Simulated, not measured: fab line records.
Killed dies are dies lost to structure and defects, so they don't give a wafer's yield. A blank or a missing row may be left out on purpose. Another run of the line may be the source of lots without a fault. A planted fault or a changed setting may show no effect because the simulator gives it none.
fab line records	flow n5_finfet	part 1 of 2: steps 1 to 19 of 26
record lots=5	wafers=15	last_day=16
route steps=1938 shown BEOL_M15@1784
lots with no fault: from the same line, run without faults
start_h: hours from the record's opening day to when the first of the lot's shown wafers began	wait_h: hours elapsed since this lot's preceding step	" the same as in the row above	L1.1+2: several wafers, shown together as one row	- either no value or no given start	* or withheld: withheld	< > ~ a bound
route shown NAME@n: names a module that has steps shown in the file, with the first one's number in the route	usual: mean and standard deviation over wafers with no fault	same: alike in all rows	chamber/n: place in a boat	sites: readings site by site	_std_site: the values' standard deviation	_edge_site: outer sites' mean less inner sites'	radius_mm: for every site, how far away it sits from the centre of the wafer	mask NAME#n: copy n	behind: tool/chamber where the wafer was last shaped	hold: the reason the lot was held/the length of the hold in hours/how it ended	device: the n, p or np transistor that did not switch	end of line: the same wafers' tests at the end of the route	where a step has no rows: the recipe by itself	killed: dies lost to structure and defects at the first sort, not the wafer's yield	map: a wafer's dies, marking killed ones x, the rest . and places with no die _
set.NAME: the setting as run; set.NAME@STEP: as run at that earlier step	model.NAME: the simulator's own value behind a step, which no gauge read
lots at some steps of the route; a table a step, a row a wafer
services: from which hour (start_h, from the record's first day; less than 0 if before it) a tool's chamber was out of use, for how many hours, and why
## steps
# step N5_BEOL_M15_OVL_MEAS_11
# recipe points_per_wafer=44
# usual V14_OVL=3/5.2
lot.wafer	tool	chamber	start_h	wait_h	V14_OVL[nm]
L076.2	overlay-01	0	243.16	0.0	0
L076.3	"	0	"	"	6
L076.5	"	0	"	"	4
L075.1	overlay-01	0	258.69	0.0	-3
L075.3	"	0	"	"	-5
L075.4	"	0	"	"	5
L080.4	overlay-02	0	295.36	0.0	-4
L080.5	"	0	"	"	-1
L080.6	"	0	"	"	0
L085.1	overlay-02	0	332.66	0.0	3
L085.2	"	0	"	"	-3
L085.3	"	0	"	"	7
L093.2	overlay-01	0	365.42	0.0	-5
L093.3	"	0	"	"	-6
L093.5	"	0	"	"	-5
# step N5_BEOL_M15_INSPECT_12
# recipe mode=adi	inspect_instrument=macro
# usual raw_defect_count=2.0/1.5
lot.wafer	tool	chamber	start_h	wait_h	raw_defect_count
L076.2	defect_inspect-02	-	243.19	0.0	4
L076.3	"	-	"	"	1
L076.5	"	-	"	"	1
L075.1	defect_inspect-02	-	258.71	0.0	0
L075.3	"	-	"	"	4
L075.4	"	-	"	"	2
L080.4	defect_inspect-02	-	295.39	0.0	2
L080.5	"	-	"	"	1
L080.6	"	-	"	"	0
L085.1	defect_inspect-01	-	332.69	0.0	3
L085.2	"	-	"	"	0
L085.3	"	-	"	"	3
L093.2	defect_inspect-01	-	365.44	0.0	2
L093.3	"	-	"	"	3
L093.5	"	-	"	"	2
# step N5_BEOL_M15_DESCUM_15
# recipe chemistry=O2	time_s=7.9	source_power_w=50	bias_power_w=20	pressure_mtorr=20	rf_frequency_hz=2.712e+07	temp_c=40	o2_flow_sccm=225
# usual drypump_motor_current_A=5.8/0.45	oes_product_au=0.79/0.1	rf_vpp_V=243.0/1.5	showerhead_plenum_p_Torr=2.08/0.087	throttle_valve_pct=20.5/0.32
lot.wafer	tool	chamber	start_h	wait_h	drypump_motor_current_A	oes_product_au	rf_hours_counter_h	rf_vpp_V	showerhead_plenum_p_Torr	throttle_valve_pct
L076.2	rie_diel-03	1	243.22	0.0	6.8	0.66	217	242.4	1.99	20.9
L076.3	"	3	"	"	5.8	0.77	133	242.6	1.99	19.9
L076.5	"	2	"	"	6.2	0.69	-	242.2	2.12	20.4
L075.1	rie_diel-06	1	258.74	0.0	6.5	0.86	56	244.6	2.19	20.2
L075.3	"	0	"	"	6.5	0.72	207	242.8	1.99	20.2
L075.4	"	2	"	"	5.6	0.97	8	242.2	2.05	20.6
L080.4	rie_diel-01	3	295.44	0.0	5.4	0.75	-	242.8	2.08	20.8
L080.5	"	3	"	"	5.4	0.74	-	242.0	2.08	20.8
L080.6	"	2	"	"	5.4	0.70	-	243.2	2.18	20.8
L085.1	rie_diel-01	2	332.72	0.0	5.4	0.69	235	243.4	2.18	20.8
L085.2	"	0	"	"	5.5	0.94	8	243.2	2.06	20.4
L085.3	"	1	"	"	5.5	0.87	44	245.4	2.10	20.3
L093.2	rie_diel-03	0	365.49	0.0	5.8	0.71	212	243.1	2.16	20.9
L093.3	"	1	"	"	6.8	0.65	252	242.1	1.98	20.9
L093.5	"	0	"	"	5.8	0.70	-	244.6	2.16	20.9
# step N5_BEOL_M15_ETCH_59
# recipe chemistry=N2/H2	target=BARC	target_depth_a=890	overetch_a=267	time_s=67.9	ion_energy_ev=200	pressure_mtorr=30	source_w=840	bias_w=150	n2_flow_sccm=200	h2_flow_sccm=200
# usual drypump_motor_current_A=5.8/0.45	n2_flow_sccm=200.1/0.59	oes_product_au=0.67/0.079	rf_vpp_V=523.5/2.9	showerhead_plenum_p_Torr=2.54/0.1	throttle_valve_pct=17.99/0.29
lot.wafer	tool	chamber	start_h	wait_h	drypump_motor_current_A	n2_flow_sccm	oes_product_au	rf_hours_counter_h	rf_vpp_V	showerhead_plenum_p_Torr	throttle_valve_pct
L076.2	rie_diel-03	1	243.26	0.0	6.8	200.4	0.58	217	521.3	2.40	18.14
L076.3	"	3	"	"	5.9	200.2	0.65	133	519.7	2.46	17.71
L076.5	"	2	"	"	6.2	199.9	0.58	-	526.0	2.62	18.00
L075.1	rie_diel-06	1	258.78	0.0	6.5	200.0	0.73	56	527.1	2.70	17.89
L075.3	"	0	"	"	6.5	200.3	0.62	207	520.1	2.43	17.66
L075.4	"	2	"	"	5.6	200.5	0.81	8	523.3	2.47	17.89
L080.4	rie_diel-01	3	295.50	0.0	5.4	199.5	0.63	-	523.4	2.57	18.58
L080.5	"	3	"	"	5.4	199.7	0.63	-	523.5	2.57	18.58
L080.6	"	2	"	"	5.4	199.3	0.61	-	525.3	2.63	18.10
L085.1	rie_diel-01	2	332.76	0.0	5.4	199.2	0.59	235	526.0	2.62	18.13
L085.2	"	0	"	"	5.5	200.2	0.80	8	522.9	2.51	17.81
L085.3	"	1	"	"	5.5	201.2	0.73	44	524.3	2.56	17.79
L093.2	rie_diel-03	0	365.52	0.0	5.8	199.7	0.61	212	524.9	2.62	18.33
L093.3	"	1	"	"	6.8	200.9	0.57	252	519.2	2.39	18.20
L093.5	"	0	"	"	5.8	200.8	0.61	-	525.2	2.62	18.34
# step N5_BEOL_M15_VIA_ETCH_16
# recipe chemistry=C4F8/O2/Ar	target=SiO2	he_inner_torr=15	he_outer_torr=30	target_depth_a=17922	time_s=withheld	ion_energy_ev=800	pressure_mtorr=20	source_w=1905	bias_w=2040	Ar_flow_sccm=400	C4F8_flow_sccm=16	O2_flow_sccm=12	ends=cleared
# usual drypump_motor_current_A=5.8/0.45	oes_f_703_au=0.78/0.09	oes_product_au=0.71/0.089	rf_vpp_V=2216/55	showerhead_plenum_p_Torr=3.44/0.12	throttle_valve_pct=31.03/0.26
lot.wafer	tool	chamber	start_h	wait_h	drypump_motor_current_A	oes_f_703_au	oes_product_au	rf_vpp_V	showerhead_plenum_p_Torr	throttle_valve_pct
L076.2	rie_diel-03	1	243.31	0.0	6.9	0.71	0.61	2196	3.28	31.34
L076.3	"	3	"	"	5.8	0.77	0.68	2195	3.35	30.76
L076.5	"	2	"	"	6.2	0.63	0.61	2356	3.52	30.81
L075.1	rie_diel-06	1	258.83	0.0	6.5	0.80	0.76	2243	3.64	30.90
L075.3	"	0	"	"	6.5	0.76	0.66	2146	3.28	30.60
L075.4	"	2	"	"	5.7	0.93	0.86	2234	3.39	31.37
L080.4	rie_diel-01	3	295.67	0.1	5.4	0.73	0.67	2200	3.43	31.33
L080.5	"	3	"	"	5.4	0.74	0.67	2202	3.43	31.35
L080.6	"	2	"	"	5.4	0.70	0.62	2251	3.54	30.98
L085.1	rie_diel-01	2	332.81	0.0	5.4	0.69	0.63	2250	3.53	30.99
L085.2	"	0	"	"	5.5	0.92	0.85	2171	3.40	31.03
L085.3	"	1	"	"	5.5	0.87	0.78	2197	3.51	31.05
L093.2	rie_diel-03	0	365.57	0.0	5.7	0.70	0.64	2259	3.53	31.35
L093.3	"	1	"	"	6.8	0.69	0.60	2193	3.26	31.38
L093.5	"	0	"	"	5.8	0.70	0.64	2260	3.53	31.36
# step N5_BEOL_M15_STRIP_63
# recipe chemistry=O2	power_w=600	temp_c=60	pressure_mtorr=30	rf_frequency_hz=6e+07	bias_power_w=0	overash_fraction=0.3	o2_flow_sccm=225
# usual drypump_motor_current_A=5.8/0.45	oes_product_au=0.79/0.1	rf_vpp_V=3.7/0.77	showerhead_plenum_p_Torr=2.08/0.087	throttle_valve_pct=16.72/0.29
lot.wafer	tool	chamber	start_h	wait_h	drypump_motor_current_A	oes_product_au	rf_hours_counter_h	rf_vpp_V	showerhead_plenum_p_Torr	throttle_valve_pct
L076.2	rie_diel-03	1	-	-	6.8	0.66	218	3.1	2.00	17.08
L076.3	"	3	"	"	5.9	0.77	133	4.5	1.99	16.22
L076.5	"	2	"	"	6.2	0.68	-	5.1	2.12	16.76
L075.1	rie_diel-06	1	-	-	6.5	0.85	57	3.4	2.19	16.49
L075.3	"	0	"	"	6.5	0.73	208	4.1	1.99	16.50
L075.4	"	2	"	"	5.6	0.97	8	3.9	2.05	16.77
L080.4	rie_diel-01	3	-	-	5.4	0.75	-	3.1	2.08	16.99
L080.5	"	3	"	"	5.4	0.75	-	4.5	2.08	17.03
L080.6	"	2	"	"	5.4	0.70	-	3.0	2.19	17.00
L085.1	rie_diel-01	2	-	-	5.4	0.68	235	4.8	2.18	17.03
L085.2	"	0	"	"	5.5	0.95	9	3.6	2.06	16.56
L085.3	"	1	"	"	5.5	0.85	45	3.8	2.11	16.54
L093.2	rie_diel-03	0	-	-	5.8	0.71	212	3.9	2.17	17.16
L093.3	"	1	"	"	6.8	0.65	253	4.3	1.99	17.17
L093.5	"	0	"	"	5.7	0.70	-	3.4	2.17	17.16
# step N5_BEOL_M15_STRIP_64
# recipe chemistry=O2	power_w=600	temp_c=60	pressure_mtorr=30	rf_frequency_hz=6e+07	bias_power_w=0	overash_fraction=0.3	o2_flow_sccm=225
# usual drypump_motor_current_A=5.8/0.44	oes_product_au=0.79/0.099	rf_vpp_V=3.7/0.49	showerhead_plenum_p_Torr=2.08/0.087	throttle_valve_pct=16.72/0.29
lot.wafer	tool	chamber	start_h	wait_h	drypump_motor_current_A	oes_product_au	rf_hours_counter_h	rf_vpp_V	showerhead_plenum_p_Torr	throttle_valve_pct
L076.2	rie_diel-03	1	-	-	6.8	0.68	218	4.3	2.00	17.09
L076.3	"	3	"	"	5.8	0.77	133	3.3	1.99	16.24
L076.5	"	2	"	"	6.2	0.69	-	4.1	2.12	16.77
L075.1	rie_diel-06	1	-	-	6.5	0.86	57	4.0	2.19	16.48
L075.3	"	0	"	"	6.5	0.73	208	3.8	1.99	16.49
L075.4	"	2	"	"	5.6	0.96	8	3.6	2.05	16.79
L080.4	rie_diel-01	3	-	-	5.4	0.75	-	3.6	2.08	17.01
L080.5	"	3	"	"	5.4	0.75	-	3.1	2.08	17.02
L080.6	"	2	"	"	5.4	0.69	-	4.2	2.19	17.00
L085.1	rie_diel-01	2	-	-	5.4	0.68	235	4.1	2.18	17.05
L085.2	"	0	"	"	5.5	0.94	9	3.5	2.06	16.57
L085.3	"	1	"	"	5.5	0.86	45	3.8	2.11	16.56
L093.2	rie_diel-03	0	-	-	5.7	0.71	212	4.2	2.17	17.14
L093.3	"	1	"	"	6.8	0.65	253	3.7	1.99	17.15
L093.5	"	0	"	"	5.7	0.72	-	2.7	2.17	17.14
# step N5_BEOL_M15_STRIP_65
# recipe chemistry=post_etch_residue_remover	time_s=60	temp_c=25	remover_ph=withheld	remover_water_wt_pct=withheld	remover_fluoride_wt_pct=withheld
lot.wafer	tool	chamber	start_h	wait_h
L076.2+3+5	wet_bench-05	0,3,5	243.66	-
L075.1+3+4	wet_bench-05	1,5,2	259.18	-
L080.4+5+6	wet_bench-02	6,0,1	296.06	-
L085.1+2+3	wet_bench-01	7,2,0	333.16	-
L093.2+3+5	wet_bench-05	6,1,2	365.92	-
# step N5_BEOL_M15_SRD_66
# recipe time_s=30	temp_c=23	rinse_liquid=diw	dry=n2_spin	spin_rpm=1500	dry_time_s=30
# same dry_time_s=30
lot.wafer	tool	chamber	start_h	wait_h
L076.2+3+5	wet_bench-05	0,3,5	243.68	0.0
L075.1+3+4	wet_bench-05	1,5,2	259.20	0.0
L080.4+5+6	wet_bench-02	6,0,1	296.08	0.0
L085.1+2+3	wet_bench-01	7,2,0	333.18	0.0
L093.2+3+5	wet_bench-05	6,1,2	365.94	0.0
# step N5_BEOL_M15_CD_MEAS_17
# recipe target_cd_nm=360	polarity=opening
# usual cd_nm=362/3
lot.wafer	tool	chamber	start_h	wait_h	cd_nm
L076.2	cd_sem-03	-	243.72	0.0	355
L076.3	"	-	"	"	360
L076.5	"	-	"	"	352
L075.1	cd_sem-02	-	259.24	0.0	360
L075.3	"	-	"	"	367
L075.4	"	-	"	"	363
L080.4	cd_sem-02	-	296.13	0.0	363
L080.5	"	-	"	"	364
L080.6	"	-	"	"	366
L085.1	cd_sem-03	-	333.22	0.0	362
L085.2	"	-	"	"	364
L085.3	"	-	"	"	368
L093.2	cd_sem-03	-	365.99	0.0	363
L093.3	"	-	"	"	363
L093.5	"	-	"	"	367
# step N5_BEOL_M15_COAT_56
# recipe resist=SOC	temp_c=250	time_s=60	spin_rpm=1500	resist_thk_nm=550
# usual exhaust_pa=45.1/0.88	plate_temp_C=249.99/0.18	spin_speed_rpm=1499.8/1.1
lot.wafer	tool	chamber	start_h	wait_h	exhaust_pa	plate_temp_C	spin_speed_rpm
L076.2	litho_track-05	0	243.76	0.0	45.1	250.03	1499.6
L076.3	"	0	"	"	45.6	250.13	1500.4
L076.5	"	0	"	"	45.8	249.89	1500.3
L075.1	litho_track-04	0	259.28	0.0	45.1	250.14	1497.7
L075.3	"	0	"	"	47.1	250.42	1500.1
L075.4	"	0	"	"	45.3	250.04	1498.7
L080.4	litho_track-01	0	296.17	0.0	45.0	249.89	1501.3
L080.5	"	0	"	"	44.6	250.13	1500.7
L080.6	"	0	"	"	44.6	250.01	1500.1
L085.1	litho_track-05	0	333.26	0.0	47.1	249.85	1500.4
L085.2	"	0	"	"	44.3	249.84	1498.8
L085.3	"	0	"	"	45.0	250.07	1499.8
L093.2	litho_track-04	0	366.03	0.0	44.7	250.02	1500.0
L093.3	"	0	"	"	45.3	249.98	1500.2
L093.5	"	0	"	"	44.3	249.85	1499.0
# step N5_BEOL_M15_ETCH_57
# recipe chemistry=N2/H2	target=SOC	source_w=3000	bias_w=350	time_s=750	ion_energy_ev=200	pressure_mtorr=30	n2_flow_sccm=200	h2_flow_sccm=200
# usual drypump_motor_current_A=6.0/0.44	n2_flow_sccm=200.0/0.58	oes_product_au=0.78/0.091	rf_vpp_V=523/3.3	showerhead_plenum_p_Torr=2.51/0.12	throttle_valve_pct=17.84/0.27
lot.wafer	tool	chamber	start_h	wait_h	drypump_motor_current_A	n2_flow_sccm	oes_product_au	rf_hours_counter_h	rf_vpp_V	showerhead_plenum_p_Torr	throttle_valve_pct
L076.2	rie_diel-06	1	243.82	-	6.5	199.8	0.87	52	528	2.70	17.78
L076.3	"	3	"	"	5.9	200.3	0.76	145	517	2.34	17.61
L076.5	"	0	"	"	6.5	199.9	0.74	-	520	2.43	17.54
L075.1	rie_diel-06	3	259.34	-	5.9	199.7	0.76	149	519	2.34	17.59
L075.3	"	1	"	"	6.5	199.7	0.86	57	527	2.70	17.79
L075.4	"	0	"	"	6.5	200.8	0.73	208	520	2.42	17.56
L080.4	rie_diel-03	3	296.22	-	5.8	198.5	0.75	147	521	2.46	17.61
L080.5	"	0	"	"	5.7	200.5	0.73	-	527	2.63	18.16
L080.6	"	3	"	"	5.8	199.8	0.74	-	521	2.46	17.61
L085.1	rie_diel-06	3	333.33	-	5.9	199.6	0.74	172	518	2.33	17.62
L085.2	"	0	"	"	6.5	200.4	0.72	232	521	2.41	17.61
L085.3	"	1	"	"	6.5	199.6	0.83	79	528	2.69	17.84
L093.2	rie_diel-01	2	366.21	-	5.4	200.6	0.68	243	527	2.62	18.02
L093.3	"	3	"	"	5.4	200.9	0.72	194	523	2.56	18.51
L093.5	"	1	"	"	5.5	201.5	0.86	-	525	2.56	17.67
# step N5_BEOL_M15_COAT_60
# recipe resist=BARC	temp_c=205	time_s=60	spin_rpm=1500	resist_thk_nm=89
# usual exhaust_pa=44.9/0.81	plate_temp_C=204.98/0.16	spin_speed_rpm=1499.8/1.1
lot.wafer	tool	chamber	start_h	wait_h	exhaust_pa	plate_temp_C	spin_speed_rpm
L076.2	litho_track-05	0	244.32	0.3	44.8	205.09	1501.3
L076.3	"	0	"	"	44.3	205.03	1499.4
L076.5	"	0	"	"	45.0	204.83	1501.7
L075.1	litho_track-05	0	259.84	0.3	45.8	204.80	1501.0
L075.3	"	0	"	"	45.3	204.73	1499.6
L075.4	"	0	"	"	43.6	204.71	1499.2
L080.4	litho_track-01	0	296.73	0.3	45.0	204.82	1501.0
L080.5	"	0	"	"	44.9	204.90	1498.5
L080.6	"	0	"	"	45.4	204.76	1500.6
L085.1	litho_track-04	0	333.83	0.3	44.0	204.98	1499.0
L085.2	"	0	"	"	44.1	204.57	1500.8
L085.3	"	0	"	"	42.4	204.73	1499.5
L093.2	litho_track-04	0	366.71	0.3	44.4	204.87	1501.1
L093.3	"	0	"	"	45.5	204.85	1499.2
L093.5	"	0	"	"	43.1	204.90	1500.8
# step N5_BEOL_M15_COAT_22
# recipe spin_rpm=1704	resist_thk_nm=800
# usual exhaust_pa=45.1/0.94	spin_speed_rpm=1704.0/1.4
lot.wafer	tool	chamber	start_h	wait_h	exhaust_pa	spin_speed_rpm
L076.2	litho_track-05	0	-	-	44.6	1704.6
L076.3	"	0	"	"	44.6	1704.6
L076.5	"	0	"	"	45.2	1705.1
L075.1	litho_track-05	0	-	-	43.4	1703.4
L075.3	"	0	"	"	43.8	1705.0
L075.4	"	0	"	"	45.0	1702.5
L080.4	litho_track-01	0	-	-	45.9	1704.2
L080.5	"	0	"	"	45.4	1704.9
L080.6	"	0	"	"	45.9	1703.1
L085.1	litho_track-04	0	-	-	44.7	1705.2
L085.2	"	0	"	"	44.3	1705.3
L085.3	"	0	"	"	43.9	1699.9
L093.2	litho_track-04	0	-	-	44.3	1703.5
L093.3	"	0	"	"	46.3	1707.2
L093.5	"	0	"	"	45.0	1704.1
# step N5_BEOL_M15_EBR_24
# recipe solvent=PGMEA	ebr_width_mm=1.5
# usual exhaust_pa=45.2/0.85
lot.wafer	tool	chamber	start_h	wait_h	exhaust_pa
L076.2	litho_track-05	0	-	-	46.0
L076.3	"	0	"	"	44.9
L076.5	"	0	"	"	46.0
L075.1	litho_track-05	0	-	-	45.6
L075.3	"	0	"	"	45.2
L075.4	"	0	"	"	46.8
L080.4	litho_track-01	0	-	-	45.7
L080.5	"	0	"	"	46.7
L080.6	"	0	"	"	44.7
L085.1	litho_track-04	0	-	-	44.7
L085.2	"	0	"	"	43.3
L085.3	"	0	"	"	44.6
L093.2	litho_track-04	0	-	-	45.6
L093.3	"	0	"	"	46.5
L093.5	"	0	"	"	47.3
# step N5_BEOL_M15_SOFTBAKE_23
# recipe temp_c=130	time_s=60
# usual exhaust_pa=45.1/1	plate_temp_C=129.98/0.14
lot.wafer	tool	chamber	start_h	wait_h	exhaust_pa	plate_temp_C
L076.2	litho_track-05	0	-	-	44.4	129.93
L076.3	"	0	"	"	45.0	129.86
L076.5	"	0	"	"	45.2	130.05
L075.1	litho_track-05	0	-	-	44.3	129.98
L075.3	"	0	"	"	44.5	129.73
L075.4	"	0	"	"	43.7	130.01
L080.4	litho_track-01	0	-	-	46.2	130.01
L080.5	"	0	"	"	45.3	129.81
L080.6	"	0	"	"	46.1	129.84
L085.1	litho_track-04	0	-	-	45.2	129.80
L085.2	"	0	"	"	44.2	129.93
L085.3	"	0	"	"	44.9	129.99
L093.2	litho_track-04	0	-	-	45.0	130.17
L093.3	"	0	"	"	45.3	129.88
L093.5	"	0	"	"	44.1	130.00
# step N5_BEOL_M15_EXPOSE_25
# recipe mask_id=M15	na=0.8	source_shape=annular	sigma_inner=0.5	sigma_outer=0.8	polarization=unpolarized	target_cd_nm=400	dose_mj=35.5
# same na=0.8
lot.wafer	tool	chamber	start_h	wait_h	mask
L076.2+3+5	krf_scanner-01	0	244.55	-	M15#0
L075.1+3+4	krf_scanner-01	0	259.94	-	M15#0
L080.4+5+6	krf_scanner-02	0	296.97	-	M15#0
L085.1+2+3	krf_scanner-02	0	334.05	-	M15#0
L093.2+3+5	krf_scanner-02	0	366.82	-	M15#0
# step N5_BEOL_M15_PEB_26
# recipe peb_temp_c=130	peb_time_s=90
# usual exhaust_pa=45.1/0.77	plate_temp_C=129.99/0.13
lot.wafer	tool	chamber	start_h	wait_h	exhaust_pa	plate_temp_C
L076.2	litho_track-05	0	244.60	0.0	45.9	130.05
L076.3	"	0	"	"	46.5	130.00
L076.5	"	0	"	"	45.2	129.88
L075.1	litho_track-05	0	260.00	0.1	43.0	129.97
L075.3	"	0	"	"	45.9	129.85
L075.4	"	0	"	"	45.0	129.78
L080.4	litho_track-05	0	297.01	0.0	46.0	129.95
L080.5	"	0	"	"	46.0	129.92
L080.6	"	0	"	"	46.4	129.87
L085.1	litho_track-01	0	334.11	0.1	44.2	130.12
L085.2	"	0	"	"	44.6	130.04
L085.3	"	0	"	"	43.4	130.20
L093.2	litho_track-04	0	366.87	0.0	44.8	130.10
L093.3	"	0	"	"	45.1	130.15
L093.5	"	0	"	"	44.8	129.97
# step N5_BEOL_M15_DEVELOP_27
# recipe develop_time_s=45	rinse_liquid=diw	dry=air_spin	dev_temp_c=21
# usual developer_temp_C=21.00/0.1	exhaust_pa=45.1/0.92
lot.wafer	tool	chamber	start_h	wait_h	developer_temp_C	exhaust_pa
L076.2	litho_track-05	0	-	-	21.07	45.2
L076.3	"	0	"	"	20.95	45.8
L076.5	"	0	"	"	20.97	44.9
L075.1	litho_track-05	0	-	-	21.20	46.5
L075.3	"	0	"	"	21.18	45.2
L075.4	"	0	"	"	21.20	45.7
L080.4	litho_track-05	0	-	-	21.09	45.6
L080.5	"	0	"	"	20.93	44.7
L080.6	"	0	"	"	21.09	45.1
L085.1	litho_track-01	0	-	-	20.97	43.7
L085.2	"	0	"	"	21.10	44.8
L085.3	"	0	"	"	21.07	43.6
L093.2	litho_track-04	0	-	-	20.82	43.2
L093.3	"	0	"	"	20.85	43.7
L093.5	"	0	"	"	21.18	45.5
